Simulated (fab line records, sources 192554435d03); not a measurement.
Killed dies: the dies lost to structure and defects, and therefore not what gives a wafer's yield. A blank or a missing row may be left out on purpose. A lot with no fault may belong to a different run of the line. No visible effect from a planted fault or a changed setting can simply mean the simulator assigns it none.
What tool caused it? ; flow n5Finfet ; 10 lots, 30 wafers sampled, at 4 steps of a route of 1938

## WHAT THE GAUGES SHOWED, per wafer
No reading from a measuring or inspecting step in the record can be judged against a usual standard deviation.

## EACH LOT AND THE TOOL THAT RAN IT (in order: tool; ch and the chambers of the sampled wafers; start)
lot;N5_BEOL_M14_SPUTTER_45;N5_BEOL_M14_ANNEAL_48;N5_BEOL_M15_VIA_ETCH_16;N5_BEOL_M15_STRIP_64
L387;pvdSputter-01, day 11 23:49;rtpAnneal-01 ch 0, day 12 00:07;rieDiel-01 ch 0,1,3, day 12 01:46;rieDiel-01 ch 0,1,3, day 12 02:00
L390;pvdSputter-02, day 12 02:28;rtpAnneal-01 ch 0, day 12 03:24;rieDiel-05 ch 0,1,3, day 12 04:56;rieDiel-05 ch 0,1,3, day 12 05:00
L389;pvdSputter-03, day 12 05:47;rtpAnneal-01 ch 0, day 12 06:11;rieDiel-06 ch 2,3, day 12 07:44;rieDiel-06 ch 2,3, day 12 08:00
L393;pvdSputter-01, day 12 18:47;rtpAnneal-01 ch 0, day 12 19:13;rieDiel-05 ch 0,1, day 12 20:51;rieDiel-05 ch 0,1, day 12 21:00
L392;pvdSputter-01, day 12 20:18;rtpAnneal-01 ch 0, day 12 20:36;rieDiel-06 ch 0,2,3, day 12 22:11;rieDiel-06 ch 0,2,3, day 12 22:00
L394;pvdSputter-01, day 13 04:03;rtpAnneal-01 ch 0, day 13 04:24;rieDiel-06 ch 0,1,3, day 13 06:00;rieDiel-06 ch 0,1,3, day 13 06:00
L404;pvdSputter-01, day 16 10:58;rtpAnneal-01 ch 0, day 16 11:20;rieDiel-05 ch 0,1, day 16 12:55;rieDiel-05 ch 0,1, day 16 13:00
L406;pvdSputter-03, day 16 13:26;rtpAnneal-01 ch 0, day 16 13:56;rieDiel-05 ch 2,3, day 16 15:32;rieDiel-05 ch 2,3, day 16 15:00
L407;pvdSputter-01, day 16 22:42;rtpAnneal-01 ch 0, day 16 23:01;rieDiel-01 ch 0,1, day 17 00:47;rieDiel-01 ch 0,1, day 17 01:00
L408;pvdSputter-01, day 17 01:14;rtpAnneal-02 ch 0, day 17 01:38;rieDiel-01 ch 0,1,2, day 17 03:13;rieDiel-01 ch 0,1,2, day 17 03:00
- N5_BEOL_M14_SPUTTER_45: material Cu, target thk 100 nm, time 16.67 s.
- N5_BEOL_M14_ANNEAL_48: time 90 s.
- N5_BEOL_M15_VIA_ETCH_16: etches SiO2 in C4F8/O2/Ar, target depth 1792.2 nm.
- N5_BEOL_M15_STRIP_64: strips in O2.

## AS READ BY THE TOOLS THEMSELVES (means over the sampled wafers that have a number; for cases with no such wafer, the mark the record gives instead)
N5_BEOL_M14_SPUTTER_45. Usual: cathodeDcPowerW 26000 W, standard deviation 4.6; throttleValvePct 29.6 %, standard deviation 1.1.
lot;tool;cathodeDcPowerW (W);throttleValvePct (%);flag
L387;pvdSputter-01;26000;29.6;
L390;pvdSputter-02;26005;29.2;
L389;pvdSputter-03;25998;29.3;
L393;pvdSputter-01;25997;29.7;
L392;pvdSputter-01;26003;29.6;
L394;pvdSputter-01;25998;29.1;
L404;pvdSputter-01;26000;29.4;
L406;pvdSputter-03;26003;29.7;
L407;pvdSputter-01;25999;28.7;
L408;pvdSputter-01;25999;29.3;

N5_BEOL_M14_ANNEAL_48. Usual: annealTempC 224.95 C, standard deviation 0.18; wafer_temp_C_max 226.0, standard deviation 0.35.
lot;tool;annealTempC (C);wafer_temp_C_max;flag
L387;rtpAnneal-01;224.89;225.6;
L390;rtpAnneal-01;224.82;226.0;
L389;rtpAnneal-01;224.92;225.8;
L393;rtpAnneal-01;224.98;225.7;
L392;rtpAnneal-01;224.80;225.5;
L394;rtpAnneal-01;224.88;225.8;
L404;rtpAnneal-01;225.11;225.8;
L406;rtpAnneal-01;225.32;225.8;
L407;rtpAnneal-01;224.85;225.7;
L408;rtpAnneal-02;225.06;226.2;

N5_BEOL_M15_VIA_ETCH_16. Usual: C4F8_flow_sccm 16.00 sccm, standard deviation 0.047; drypumpMotorCurrentA 5.9 A, standard deviation 0.38; heOuterTorr 29.99 Torr, standard deviation 0.058; oesProductAu 0.72 a.u., standard deviation 0.095; rfVppV 2224 V, standard deviation 31; showerheadPlenumPTorr 3.44 Torr, standard deviation 0.13; throttleValvePct 30.9 %, standard deviation 0.32.
lot;tool;C4F8_flow_sccm (sccm);drypumpMotorCurrentA (A);heOuterTorr (Torr);oesProductAu (a.u.);rfVppV (V);showerheadPlenumPTorr (Torr);throttleValvePct (%);flag
L387;rieDiel-01;16.01;6.0;29.99;0.63;2218;3.41;31.2;
L390;rieDiel-05;15.97;6.2;29.96;0.69;2233;3.52;30.9;
L389;rieDiel-06;16.01;6.0;29.97;0.67;2211;3.33;31.3;
L393;rieDiel-05;15.96;6.1;30.02;0.70;2208;3.49;30.8;
L392;rieDiel-06;15.98;5.9;29.98;0.66;2201;3.34;31.2;
L394;rieDiel-06;15.99;5.7;29.91;0.71;2204;3.40;30.9;
L404;rieDiel-05;15.97;6.2;29.98;0.67;2206;3.47;30.8;
L406;rieDiel-05;16.00;6.2;30.05;0.83;2287;3.60;30.6;
L407;rieDiel-01;15.98;6.2;29.99;0.82;2243;3.56;30.8;
L408;rieDiel-01;15.99;5.8;30.02;0.79;2238;3.45;30.8;

N5_BEOL_M15_STRIP_64. Usual: chamberPressureMTorr 30.001 mTorr, standard deviation 0.028; drypumpMotorCurrentA 5.9 A, standard deviation 0.38; oesProductAu 0.79 a.u., standard deviation 0.1; rfVppV 3.7 V, standard deviation 0.51; showerheadPlenumPTorr 2.10 Torr, standard deviation 0.087; throttleValvePct 16.69 %, standard deviation 0.28.
lot;tool;chamberPressureMTorr (mTorr);drypumpMotorCurrentA (A);oesProductAu (a.u.);rfVppV (V);showerheadPlenumPTorr (Torr);throttleValvePct (%);flag
L387;rieDiel-01;29.984;6.0;0.70;3.9;2.07;16.92;
L390;rieDiel-05;29.971;6.2;0.76;3.4;2.15;16.75;
L389;rieDiel-06;30.022;6.0;0.74;3.4;2.03;17.03;
L393;rieDiel-05;29.997;6.1;0.77;4.0;2.12;16.61;
L392;rieDiel-06;30.031;5.8;0.74;3.7;2.02;16.92;
L394;rieDiel-06;29.986;5.7;0.80;3.4;2.07;16.68;
L404;rieDiel-05;20.968;6.1;0.75;3.3;2.11;16.67;OFF
L406;rieDiel-05;21.042;6.2;0.92;3.9;2.20;16.32;OFF
L407;rieDiel-01;30.008;6.2;0.91;4.4;2.18;16.42;
L408;rieDiel-01;30.020;5.8;0.88;3.8;2.11;16.52;

## THE ANSWER, worked out from the rows above alone
Rule: a lot is off if the mean of its wafers that have a number lies more than 3 standard deviations from the usual mean. Also off: a lot with no number at a reading for which 4 or more lots have one. Where the step has rows for the other lots, those lots are counted as sound. First the gauges in route order, then the tools' own readings, where a lot's mean is used as printed above. The first step at which some lot is off is used, and at that step the reading that is off furthest; a lot without a number counts as furthest.
Off: L404, L406, at N5_BEOL_M15_STRIP_64 (chamberPressureMTorr).
If a tool, at that step or one of the process steps before it, ran each lot that is off and ran no sound lot following the first of them, it fits. One fits: N5_BEOL_M15_VIA_ETCH_16 and N5_BEOL_M15_STRIP_64 on rieDiel-05. At N5_BEOL_M15_VIA_ETCH_16 its last sound lot is L393 (day 12 20:51), its first lot that is off L404 (day 16 12:55): a fault that began between those two fits.

## WHAT THE SIMULATOR HAD PUT IN
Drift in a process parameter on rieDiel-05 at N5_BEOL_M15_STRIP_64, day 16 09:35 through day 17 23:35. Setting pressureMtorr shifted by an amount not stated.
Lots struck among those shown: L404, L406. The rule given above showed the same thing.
